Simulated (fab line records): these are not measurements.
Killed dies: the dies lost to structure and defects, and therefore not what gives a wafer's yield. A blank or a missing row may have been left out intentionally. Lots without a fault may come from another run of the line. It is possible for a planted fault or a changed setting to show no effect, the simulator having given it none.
Lot-split experiment || flow n5Finfet || 7 lots, 21 wafers read, on a route of 1938 steps

== THE SPLIT ==
At N5_BEOL_M2_COAT_68 (time 60 s, resist thk 12 nm), the setting spinRpm was moved away from the recipe's 1500 rpm on 8 of the 21 wafers read, by -6.3% to +7.5%. For the rest of the wafers, this setting stayed at what the recipe calls for.

== FROM THE SPLIT TO THE READING: what the file shows between them, 5 steps ==
- N5_BEOL_M2_COAT_76: time 60 s, resist thk 5 nm (also split here: tempC)
- N5_BEOL_M2_COAT_22: resist thk 30 nm
- N5_BEOL_M2_EBR_24
- N5_BEOL_M2_DESCUM_33: chemistry O2, time 7 s
- N5_BEOL_M2_ETCH_77: etches underlayer in N2/H2, target depth 6.5 nm, time 5.2 s

== THE READING ==
etch.depthNm (the simulator's own value, which no gauge read), in nm, at N5_BEOL_M2_ETCH_69 (etches SiARC in CF4, target depth 15.6 nm, time 26 s). There is no usual value for it anywhere in the file. The 13 wafers here that ran the recipe average 12.02 nm, standard deviation 0.03 nm.

{"wafer": "L078.3", "tool, chamber at the split": "lithoTrack-01, 0", "spinRpm as run, rpm": 1500, "against the recipe": "recipe", "etch.depthNm, nm": 12.01, "against lot-mates on the recipe": "-"}
{"wafer": "L078.4", "tool, chamber at the split": "lithoTrack-01, 0", "spinRpm as run, rpm": 1500, "against the recipe": "recipe", "etch.depthNm, nm": 12, "against lot-mates on the recipe": "-"}
{"wafer": "L078.5", "tool, chamber at the split": "lithoTrack-01, 0", "spinRpm as run, rpm": 1500, "against the recipe": "recipe", "etch.depthNm, nm": 11.98, "against lot-mates on the recipe": "-"}
{"wafer": "L082.2", "tool, chamber at the split": "lithoTrack-04, 0", "spinRpm as run, rpm": 1612, "against the recipe": "+7.5%", "etch.depthNm, nm": 11.65, "against lot-mates on the recipe": -0.41}
{"wafer": "L082.4", "tool, chamber at the split": "lithoTrack-04, 0", "spinRpm as run, rpm": 1500, "against the recipe": "recipe", "etch.depthNm, nm": 12.06, "against lot-mates on the recipe": "-"}
{"wafer": "L082.6", "tool, chamber at the split": "lithoTrack-04, 0", "spinRpm as run, rpm": 1612, "against the recipe": "+7.5%", "etch.depthNm, nm": 11.63, "against lot-mates on the recipe": -0.43}
{"wafer": "L084.1", "tool, chamber at the split": "lithoTrack-01, 0", "spinRpm as run, rpm": 1602, "against the recipe": "+6.8%", "etch.depthNm, nm": 11.61, "against lot-mates on the recipe": "no lot-mate on the recipe"}
{"wafer": "L084.2", "tool, chamber at the split": "lithoTrack-01, 0", "spinRpm as run, rpm": 1602, "against the recipe": "+6.8%", "etch.depthNm, nm": 11.64, "against lot-mates on the recipe": "no lot-mate on the recipe"}
{"wafer": "L084.4", "tool, chamber at the split": "lithoTrack-01, 0", "spinRpm as run, rpm": 1602, "against the recipe": "+6.8%", "etch.depthNm, nm": 11.65, "against lot-mates on the recipe": "no lot-mate on the recipe"}
{"wafer": "L086.1", "tool, chamber at the split": "lithoTrack-05, 0", "spinRpm as run, rpm": 1500, "against the recipe": "recipe", "etch.depthNm, nm": 11.99, "against lot-mates on the recipe": "-"}
{"wafer": "L086.6", "tool, chamber at the split": "lithoTrack-05, 0", "spinRpm as run, rpm": 1500, "against the recipe": "recipe", "etch.depthNm, nm": 11.99, "against lot-mates on the recipe": "-"}
{"wafer": "L086.5", "tool, chamber at the split": "lithoTrack-05, 0", "spinRpm as run, rpm": 1500, "against the recipe": "recipe", "etch.depthNm, nm": 12.04, "against lot-mates on the recipe": "-"}
{"wafer": "L089.1", "tool, chamber at the split": "lithoTrack-04, 0", "spinRpm as run, rpm": 1500, "against the recipe": "recipe", "etch.depthNm, nm": 12, "against lot-mates on the recipe": "-"}
{"wafer": "L089.4", "tool, chamber at the split": "lithoTrack-04, 0", "spinRpm as run, rpm": 1500, "against the recipe": "recipe", "etch.depthNm, nm": 12, "against lot-mates on the recipe": "-"}
{"wafer": "L089.3", "tool, chamber at the split": "lithoTrack-04, 0", "spinRpm as run, rpm": 1575, "against the recipe": "+5.0%", "etch.depthNm, nm": 11.74, "against lot-mates on the recipe": -0.26}
{"wafer": "L090.4", "tool, chamber at the split": "lithoTrack-04, 0", "spinRpm as run, rpm": 1500, "against the recipe": "recipe", "etch.depthNm, nm": 12, "against lot-mates on the recipe": "-"}
{"wafer": "L090.5", "tool, chamber at the split": "lithoTrack-04, 0", "spinRpm as run, rpm": 1500, "against the recipe": "recipe", "etch.depthNm, nm": 12.05, "against lot-mates on the recipe": "-"}
{"wafer": "L090.6", "tool, chamber at the split": "lithoTrack-04, 0", "spinRpm as run, rpm": 1500, "against the recipe": "recipe", "etch.depthNm, nm": 12.01, "against lot-mates on the recipe": "-"}
{"wafer": "L093.1", "tool, chamber at the split": "lithoTrack-05, 0", "spinRpm as run, rpm": 1405, "against the recipe": "-6.3%", "etch.depthNm, nm": 12.41, "against lot-mates on the recipe": "+0.33"}
{"wafer": "L093.4", "tool, chamber at the split": "lithoTrack-05, 0", "spinRpm as run, rpm": 1405, "against the recipe": "-6.3%", "etch.depthNm, nm": 12.45, "against lot-mates on the recipe": "+0.37"}
{"wafer": "L093.6", "tool, chamber at the split": "lithoTrack-05, 0", "spinRpm as run, rpm": 1500, "against the recipe": "recipe", "etch.depthNm, nm": 12.08, "against lot-mates on the recipe": "-"}

THE FIT
A straight line over all 21 wafers: etch.depthNm changes by -0.0573 nm for each +1% of spinRpm; r = -0.99; the points scatter about the line by 0.034 nm.
The same after taking each lot's own level away (the mean of its wafers on the recipe; 18 wafers): -0.0554 nm for each +1%; r = -1.00; scatter 0.018 nm.
On that fit, the largest move of spinRpm shifts the reading by 0.41 nm.
The lots' own levels span 11.997 to 12.080 nm, that is 2.8 times the standard deviation above.
Consequently the slope shifts little with the lot-to-lot level, the two slopes agreeing.
Check: with one of the wafers moved furthest among these (+7.5%) left out of the fit, the line predicts -0.415 nm for it against its lot-mates. Against them it came out at -0.41 nm.

== OTHER SPLITS APPLIED TO THESE WAFERS ==
These wafers also went through other splits before the reading. Each is held against what the fit with the lots' levels taken away leaves over:
{"other split on the same wafers": "N5_MOL_CONTACT_COAG_EXPOSE_37 doseMj", "wafers away from the commonest value": 9, "r with etch.depthNm (lot level and that fit taken away)": "+0.09"}
{"other split on the same wafers": "N5_MOL_CONTACT_COAG_ALD_133 aldCycles", "wafers away from the commonest value": 6, "r with etch.depthNm (lot level and that fit taken away)": "+0.19"}
{"other split on the same wafers": "N5_BEOL_M0_SAQP_COAT_08 spinRpm", "wafers away from the commonest value": 4, "r with etch.depthNm (lot level and that fit taken away)": "+0.14"}
{"other split on the same wafers": "N5_BEOL_M0_SAQP_ETCH_88 sourceW", "wafers away from the commonest value": 3, "r with etch.depthNm (lot level and that fit taken away)": -0.25}
{"other split on the same wafers": "N5_BEOL_M0_CUTY_EXPOSE_54 doseMj", "wafers away from the commonest value": 9, "r with etch.depthNm (lot level and that fit taken away)": -0.01}
{"other split on the same wafers": "N5_BEOL_M1_VIA_ETCH_34 timeS", "wafers away from the commonest value": 8, "r with etch.depthNm (lot level and that fit taken away)": "+0.10"}
{"other split on the same wafers": "N5_BEOL_M2_COAT_76 tempC", "wafers away from the commonest value": 7, "r with etch.depthNm (lot level and that fit taken away)": "+0.33"}

== THE WHOLE CHAIN: every reading that the file lists as answering this split, in the file's order ==
{"step": "N5_BEOL_M2_COAT_68", "what it does": "time 60 s, resist thk 12 nm", "reading": "SiARC_of_BEOL_M2_COAT_68.thkNm (the simulator's own value, which no gauge read)", "change (the file's fit)": "-0.0539 nm for each +1% of the setting", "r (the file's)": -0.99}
{"step": "N5_BEOL_M2_ETCH_69", "what it does": "etches SiARC in CF4, target depth 15.6 nm, time 26 s", "reading": "etch.depthNm (the simulator's own value, which no gauge read)", "change (the file's fit)": "-0.0549 nm for each +1% of the setting", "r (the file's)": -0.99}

== FILE'S OWN FIT ==
etch.depthNm changes by -0.0549 nm for each +1% of spinRpm, r = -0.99.
